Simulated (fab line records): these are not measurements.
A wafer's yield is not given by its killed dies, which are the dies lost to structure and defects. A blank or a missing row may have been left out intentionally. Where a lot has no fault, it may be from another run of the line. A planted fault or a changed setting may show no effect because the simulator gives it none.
Matching of chambers | flow n5 finfet | N5_BEOL_M13_DEP_53 on pecvd-01: 3 sister chambers
The step deposits SiCN from 3MS/NH3, target thk 50 nm, time 17.8 s. 20 wafers are shown with their chamber, then 10 later ones without.

== WAFERS PAIRED WITH THEIR CHAMBERS ==
wafer  | chamber | showerhead plenum p Torr (Torr) | throttle valve pct (%)
L084.1 | 2       | 4.183                           | 17.6
L084.2 | 0       | 4.170                           | 17.9
L084.3 | 1       | 4.161                           | 17.4
L084.4 | 0       | 4.169                           | 18.0
L084.5 | 1       | 4.158                           | 17.7
L084.6 | 2       | 4.190                           | 17.3
L085.2 | 2       | 4.187                           | 17.5
L085.3 | 1       | 4.138                           | 17.5
L085.6 | 2       | 4.173                           | 17.4
L087.1 | 1       | 4.150                           | 17.5
L087.5 | 0       | 4.168                           | 18.1
L087.6 | 2       | 4.186                           | 17.5
L088.4 | 1       | 4.147                           | 17.8
L088.5 | 2       | 4.189                           | 17.6
L088.6 | 0       | 4.156                           | 18.1
L092.1 | 0       | 4.165                           | 18.1
L092.2 | 1       | 4.159                           | 17.6
L092.3 | 2       | 4.191                           | 17.7
L092.4 | 1       | 4.147                           | 17.6
L092.5 | 2       | 4.178                           | 17.5

SIGNATURES (averages over the wafers above)
reading                  | chamber 0 | chamber 1 | chamber 2 | scatter within a chamber
showerhead plenum p Torr | 4.16560   | 4.15143   | 4.18463   | 0.00695
throttle valve pct       | 18.040    | 17.586    | 17.512    | 0.121
Rule: a wafer lies at a distance from a chamber equal to the root of the sum of squares, over the readings, of (its reading less the chamber's mean, divided by the reading's scatter). The wafer belongs to the nearest chamber; if the next one is less than 2 further off, it can't be placed. The scatter: the root of (the sum of the squares of (reading less its chamber's mean) over the shown wafers, divided by (wafers less chambers)).

== WAFERS WITHOUT THEIR CHAMBER ==
wafer  | showerhead plenum p Torr (Torr) | throttle valve pct (%)
L092.6 | 4.166                           | 17.8
L093.2 | 4.149                           | 17.6
L093.3 | 4.197                           | 17.3
L093.6 | 4.186                           | 17.5
L095.2 | 4.183                           | 17.6
L095.4 | 4.180                           | 17.4
L095.5 | 4.165                           | 17.8
L097.3 | 4.150                           | 17.8
L097.4 | 4.194                           | 17.5
L097.6 | 4.156                           | 17.9

== WHICH CHAMBER EACH WENT THROUGH ==
wafer  | from the rows above          | in truth
L092.6 | can't be placed: 0 or 1 or 2 | 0
L093.2 | 1                            | 1
L093.3 | 2                            | 2
L093.6 | 2                            | 2
L095.2 | 2                            | 2
L095.4 | 2                            | 2
L095.5 | can't be placed: 0 or 1 or 2 | 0
L097.3 | can't be placed: 1 or 0      | 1
L097.4 | 2                            | 2
L097.6 | can't be placed: 0 or 1      | 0
6 of 10 placed correctly. Unplaceable from these rows: 4, with the true chamber sitting among the candidates in 4. 0 placed wrongly.
